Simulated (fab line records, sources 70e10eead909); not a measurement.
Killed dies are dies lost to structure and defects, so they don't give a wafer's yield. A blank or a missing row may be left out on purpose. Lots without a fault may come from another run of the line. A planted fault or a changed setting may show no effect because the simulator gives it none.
Which tool did it? | flow nand_harc | 11 lots, 33 wafers sampled, at 5 steps of a route of 1302

WHAT THE GAUGES READ, wafer by wafer
NHARC_END_SORT_01. Usual: killed_at_array 55, standard deviation 20; killed_at_other 1.2, standard deviation 1.3; killed_at_periphery 4.0, standard deviation 3; killed_dies 60, standard deviation 21; killed_open 3.2, standard deviation 1.9; killed_short 2.5, standard deviation 1.6.
lot  | measured     | on        | killed_at_array | killed_at_other | killed_at_periphery | killed_dies | killed_open | killed_short | flag
L728 | day 31 03:42 | prober-01 | 674 674 671     | 1 1 2           | 2 2 4               | 677 677 677 | 1 6 5       | 4 1 5        | OFF
L730 | day 32 23:27 | prober-02 | 662 662 663     | 2 3 2           | 13 12 12            | 677 677 677 | 6 2 4       | 3 1 0        | OFF
L731 | day 32 19:46 | prober-01 | 676 671 674     | 1 0 0           | 0 6 3               | 677 677 677 | 3 2 3       | 2 3 4        | OFF

WHICH TOOL RAN EACH LOT (tool, then ch and the chambers of the sampled wafers, then the start)
lot  | NHARC_A_STAIRCASE_TRIM_26                     | NHARC_A_STAIRCASE_DESCUM_186       | NHARC_A_STAIRCASE_TRIM_198                    | NHARC_A_STAIRCASE_ETCH_203
L714 | rie_diel-04 ch 0, day 16 18:07 or earlier     | rie_diel-04 ch 0,1,3, day 16 18:07 | rie_diel-04 ch 0,3, day 16 20:06 or earlier   | rie_diel-04 ch 0,2,3, day 16 20:06
L715 | rie_diel-13 ch 1,3, day 17 08:15 or earlier   | rie_diel-04 ch 1,3, day 17 08:15   | rie_diel-04 ch 0,1,2, day 17 10:25 or earlier | rie_diel-04 ch 0,3, day 17 10:25
L718 | rie_diel-04 ch 1,2,3, day 18 09:32 or earlier | rie_diel-13 ch 1,2, day 18 09:32   | rie_diel-04 ch 1,2, day 18 11:37 or earlier   | rie_diel-04 ch 0,1, day 18 11:37
L720 | rie_diel-08 ch 0,1, day 19 07:46 or earlier   | rie_diel-13 ch 0,1, day 19 07:46   | rie_diel-04 ch 2,3, day 19 10:11 or earlier   | rie_diel-04 ch 0,1,3, day 19 10:11
L724 | rie_diel-08 ch 0,1, day 20 13:56 or earlier   | rie_diel-04 ch 1,2,3, day 20 13:56 | rie_diel-04 ch 2,3, day 20 16:09 or earlier   | rie_diel-04 ch 1,2,3, day 20 16:09
L726 | rie_diel-04 ch 0,3, day 21 20:14 or earlier   | rie_diel-04 ch 2,3, day 21 20:14   | rie_diel-04 ch 1,2,3, day 21 22:48 or earlier | rie_diel-04 ch 0,1,3, day 21 22:48
L728 | rie_diel-13 ch 0,1,2, day 22 15:26 or earlier | rie_diel-08 ch 0,1,2, day 22 15:26 | rie_diel-04 ch 1,3, day 22 18:16 or earlier   | rie_diel-04 ch 0,1,3, day 22 18:16
L730 | rie_diel-04 ch 0,3, day 24 01:04 or earlier   | rie_diel-04 ch 1,2,3, day 24 01:04 | rie_diel-04 ch 1,2, day 24 03:02 or earlier   | rie_diel-04 ch 0,1, day 24 03:02
L731 | rie_diel-13 ch 1,2,3, day 24 03:19 or earlier | rie_diel-04 ch 0,3, day 24 03:19   | rie_diel-08 ch 1,2, day 24 05:19 or earlier   | rie_diel-08 ch 1,3, day 24 05:19
L732 | rie_diel-08 ch 0,2,3, day 24 09:50 or earlier | rie_diel-04 ch 2,3, day 24 09:50   | rie_diel-08 ch 1,2, day 24 11:53 or earlier   | rie_diel-08 ch 0,1, day 24 11:53
L735 | rie_diel-13 ch 0,1,3, day 25 13:40 or earlier | rie_diel-13 ch 0,1,2, day 25 13:40 | rie_diel-04 ch 0,1, day 25 17:12 or earlier   | rie_diel-04 ch 2,3, day 25 17:12
- NHARC_A_STAIRCASE_TRIM_26: chemistry O2, time 211.2 s.
- NHARC_A_STAIRCASE_DESCUM_186: chemistry O2, time 3 s.
- NHARC_A_STAIRCASE_TRIM_198: chemistry O2, time 211.2 s.
- NHARC_A_STAIRCASE_ETCH_203: etches the open film in C4F8/O2, target depth 100 nm, time 40.5 s.

WHAT THE TOOLS THEMSELVES READ (means of the sampled wafers that have a number; where no wafer has one, the mark that the record gives instead)
NHARC_A_STAIRCASE_TRIM_26. Usual: chamber_pressure_mTorr 60.01 mTorr, standard deviation 0.058; drypump_motor_current_A 5.8 A, standard deviation 0.43; oes_product_au 1.001 a.u., standard deviation 0.011; rf_vpp_V 57.8 V, standard deviation 0.85; showerhead_plenum_p_Torr 3.53 Torr, standard deviation 0.14; throttle_valve_pct 17.035 %, standard deviation 0.0084.
lot  | tool        | chamber_pressure_mTorr (mTorr) | drypump_motor_current_A (A) | oes_product_au (a.u.) | rf_vpp_V (V) | showerhead_plenum_p_Torr (Torr) | throttle_valve_pct (%) | flag
L714 | rie_diel-04 | 59.98                          | 6.1                         | 0.992                 | 58.4         | 3.65                            | 17.032                 |
L715 | rie_diel-13 | 60.04                          | 5.9                         | 0.997                 | 57.1         | 3.64                            | 17.036                 |
L718 | rie_diel-04 | 60.01                          | 5.8                         | 1.009                 | 57.9         | 3.64                            | 17.036                 |
L720 | rie_diel-08 | 60.01                          | 5.8                         | 1.002                 | 58.0         | 3.51                            | 17.032                 |
L724 | rie_diel-08 | 60.07                          | 5.6                         | 1.006                 | 58.0         | 3.53                            | 17.037                 |
L726 | rie_diel-04 | 60.03                          | 6.2                         | 0.993                 | 58.4         | 3.56                            | 17.044                 |
L728 | rie_diel-13 | 59.98                          | 5.8                         | 0.996                 | 57.7         | 3.57                            | 17.034                 |
L730 | rie_diel-04 | 60.06                          | 6.2                         | 0.989                 | 58.0         | 3.55                            | 17.036                 |
L731 | rie_diel-13 | 60.01                          | 6.0                         | 1.009                 | 57.5         | 3.53                            | 17.030                 |
L732 | rie_diel-08 | 59.99                          | 5.5                         | 1.010                 | 57.9         | 3.47                            | 17.036                 |
L735 | rie_diel-13 | 59.98                          | 6.0                         | 0.990                 | 58.0         | 3.48                            | 17.035                 |

NHARC_A_STAIRCASE_DESCUM_186. Usual: chamber_pressure_mTorr 60.00 mTorr, standard deviation 0.051; drypump_motor_current_A 5.9 A, standard deviation 0.48; oes_product_au 0.999 a.u., standard deviation 0.011; rf_vpp_V 57.9 V, standard deviation 0.87; showerhead_plenum_p_Torr 1.93 Torr, standard deviation 0.096; throttle_valve_pct 11.311 %, standard deviation 0.0097.
lot  | tool        | chamber_pressure_mTorr (mTorr) | drypump_motor_current_A (A) | oes_product_au (a.u.) | rf_vpp_V (V) | showerhead_plenum_p_Torr (Torr) | throttle_valve_pct (%) | flag
L714 | rie_diel-04 | 60.01                          | 5.8                         | 0.993                 | 58.7         | 1.95                            | 11.305                 |
L715 | rie_diel-04 | 60.02                          | 5.9                         | 0.999                 | 57.5         | 1.91                            | 11.311                 |
L718 | rie_diel-13 | 60.00                          | 5.8                         | 1.013                 | 57.4         | 1.97                            | 11.307                 |
L720 | rie_diel-13 | 60.00                          | 5.8                         | 0.992                 | 57.4         | 1.91                            | 11.308                 |
L724 | rie_diel-04 | 59.95                          | 5.7                         | 1.002                 | 57.8         | 1.98                            | 11.313                 |
L726 | rie_diel-04 | 60.01                          | 6.2                         | 1.002                 | 57.1         | 1.92                            | 11.319                 |
L728 | rie_diel-08 | 60.02                          | 5.6                         | 1.006                 | 58.6         | 1.90                            | 11.306                 |
L730 | rie_diel-04 | 59.98                          | 5.7                         | 1.006                 | 58.9         | 1.97                            | 11.312                 |
L731 | rie_diel-04 | 60.01                          | 6.3                         | 0.995                 | 57.8         | 1.88                            | 11.318                 |
L732 | rie_diel-04 | 60.00                          | 6.1                         | 1.013                 | 58.2         | 1.99                            | 11.311                 |
L735 | rie_diel-13 | 60.02                          | 5.8                         | 1.007                 | 58.4         | 1.93                            | 11.311                 |

NHARC_A_STAIRCASE_TRIM_198. Usual: chamber_pressure_mTorr 60.00 mTorr, standard deviation 0.053; drypump_motor_current_A 5.8 A, standard deviation 0.47; oes_product_au 1.001 a.u., standard deviation 0.012; rf_vpp_V 57.8 V, standard deviation 0.96; showerhead_plenum_p_Torr 3.56 Torr, standard deviation 0.14; throttle_valve_pct 17.038 %, standard deviation 0.0095.
lot  | tool        | chamber_pressure_mTorr (mTorr) | drypump_motor_current_A (A) | oes_product_au (a.u.) | rf_vpp_V (V) | showerhead_plenum_p_Torr (Torr) | throttle_valve_pct (%) | flag
L714 | rie_diel-04 | 60.01                          | 6.2                         | 0.997                 | 57.8         | 3.58                            | 17.036                 |
L715 | rie_diel-04 | 60.01                          | 5.6                         | 1.003                 | 58.2         | 3.72                            | 17.042                 |
L718 | rie_diel-04 | 60.01                          | 5.6                         | 1.004                 | 58.6         | 3.77                            | 17.040                 |
L720 | rie_diel-04 | 60.03                          | 6.1                         | 1.008                 | 58.6         | 3.68                            | 17.029                 |
L724 | rie_diel-04 | 59.98                          | 6.1                         | 1.008                 | 57.9         | 3.67                            | 17.040                 |
L726 | rie_diel-04 | 60.04                          | 5.7                         | 1.010                 | 57.7         | 3.63                            | 17.043                 |
L728 | rie_diel-04 | 60.03                          | 5.3                         | 0.993                 | 58.2         | 3.60                            | 17.038                 |
L730 | rie_diel-04 | 60.05                          | 5.6                         | 1.015                 | 58.7         | 3.75                            | 17.042                 |
L731 | rie_diel-08 | 60.00                          | 5.7                         | 0.992                 | 57.0         | 3.48                            | 17.032                 |
L732 | rie_diel-08 | 60.00                          | 5.6                         | 0.999                 | 58.3         | 3.50                            | 17.039                 |
L735 | rie_diel-04 | 60.04                          | 5.7                         | 0.982                 | 58.0         | 3.63                            | 17.037                 |

NHARC_A_STAIRCASE_ETCH_203. Usual: bias_w 999 W, standard deviation 3.1; chamber_pressure_mTorr 24.994 mTorr, standard deviation 0.025; oes_product_au 0.945 a.u., standard deviation 0.014; rf_vpp_V 897 V, standard deviation 5.2.
lot  | tool        | bias_w (W) | chamber_pressure_mTorr (mTorr) | oes_product_au (a.u.) | rf_vpp_V (V) | flag
L714 | rie_diel-04 | 1001       | 24.990                         | 0.948                 | 900          |
L715 | rie_diel-04 | 1001       | 25.006                         | 0.943                 | 895          |
L718 | rie_diel-04 | 996        | 24.996                         | 0.949                 | 901          |
L720 | rie_diel-04 | 1001       | 24.977                         | 0.926                 | 898          |
L724 | rie_diel-04 | 1002       | 24.982                         | 0.935                 | 900          |
L726 | rie_diel-04 | 996        | 24.988                         | 0.929                 | 898          |
L728 | rie_diel-04 | -          | -                              | -                     | -            | OFF
L730 | rie_diel-04 | -          | -                              | -                     | -            | OFF
L731 | rie_diel-08 | -          | -                              | -                     | -            | OFF
L732 | rie_diel-08 | 997        | 24.997                         | 0.956                 | 895          |
L735 | rie_diel-04 | 1002       | 25.002                         | 0.949                 | 896          |

THE ANSWER, worked out from the rows above alone
Rule: a lot is off if the mean of its wafers that have a number lies more than 3 standard deviations from the usual mean. A lot without any number at a reading at which 4 lots or more have one is off too. The other lots that the step has rows for count as sound. The gauges are gone through in route order, then the tools' own readings, and for those a lot's mean is taken as printed above. The first step at which some lot is off is used, and at that step the reading that is off furthest; a lot without a number counts as furthest.
Off: L728, L730, L731, at NHARC_END_SORT_01 (killed_at_array). Neither off nor sound, because the step has no rows for them: L714, L715, L718, L720, L724, L726, L732, L735.
A tool fits if, at a process step before that reading, it ran every lot that is off, and no sound lot after the first of them. The gauges at NHARC_END_SORT_01 aren't tried: what is off there is off at NHARC_A_STAIRCASE_ETCH_203 too, on other tools, and a gauge's error can't cause that. NHARC_A_STAIRCASE_TRIM_26 gives no start for some lots, so the hours and the order of its lots are those of NHARC_A_STAIRCASE_DESCUM_186. NHARC_A_STAIRCASE_TRIM_198 gives no start for some lots, so the hours and the order of its lots are those of NHARC_A_STAIRCASE_ETCH_203. None of those tried fits.

WHAT THE SIMULATOR HAD PUT IN
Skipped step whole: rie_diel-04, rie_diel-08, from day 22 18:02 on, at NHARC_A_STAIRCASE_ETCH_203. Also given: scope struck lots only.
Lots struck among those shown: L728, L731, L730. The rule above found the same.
